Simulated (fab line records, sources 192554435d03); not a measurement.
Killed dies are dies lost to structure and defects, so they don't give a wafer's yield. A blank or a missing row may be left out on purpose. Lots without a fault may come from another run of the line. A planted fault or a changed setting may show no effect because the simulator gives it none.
Chamber matching | flow n5_finfet | N5_BEOL_M1_PECVD_72 on pecvd-04: 3 sister chambers
The step deposits SiO2 from TEOS/O2, target thk 16 nm, time 18 s. 3 wafers are shown with their chamber, then 9 later ones without.

WAFERS WITH THEIR CHAMBER
wafer  | chamber | throttle_valve_pct (%)
L086.1 | 1       | 23.0
L086.2 | 2       | 20.7
L086.3 | 0       | 21.0

WAFERS WITHOUT THEIR CHAMBER
wafer  | throttle_valve_pct (%)
L089.3 | 21.3
L089.4 | 20.9
L089.6 | 22.8
L092.1 | 21.3
L092.2 | 23.1
L092.5 | 21.1
L097.2 | 23.2
L097.3 | 20.9
L097.5 | 21.0

WHICH CHAMBER EACH WENT THROUGH
wafer  | from the rows above     | in truth
L089.3 | can't be placed: 0 or 2 | 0
L089.4 | can't be placed: 0 or 2 | 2
L089.6 | 1                       | 1
L092.1 | can't be placed: 0 or 2 | 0
L092.2 | 1                       | 1
L092.5 | can't be placed: 0 or 2 | 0
L097.2 | 1                       | 1
L097.3 | can't be placed: 0 or 2 | 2
L097.5 | can't be placed: 0 or 2 | 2
Placed correctly: 3 of 9. Can't be placed from these rows: 6 (the true chamber is among the candidates in 6). Placed wrongly: 0.
How it was worked out, from the rows above alone: a wafer's distance from a chamber is the root of the sum, over the readings, of the square of ((its reading less the chamber's mean) divided by the reading's scatter). The wafer belongs to the nearest chamber; if the next one is less than 2 further off, it can't be placed. A chamber's mean is the mean of its shown wafers. The scatter: with one shown wafer a chamber, the root of the mean of the squares of how far each hidden wafer lies from its nearest shown one.
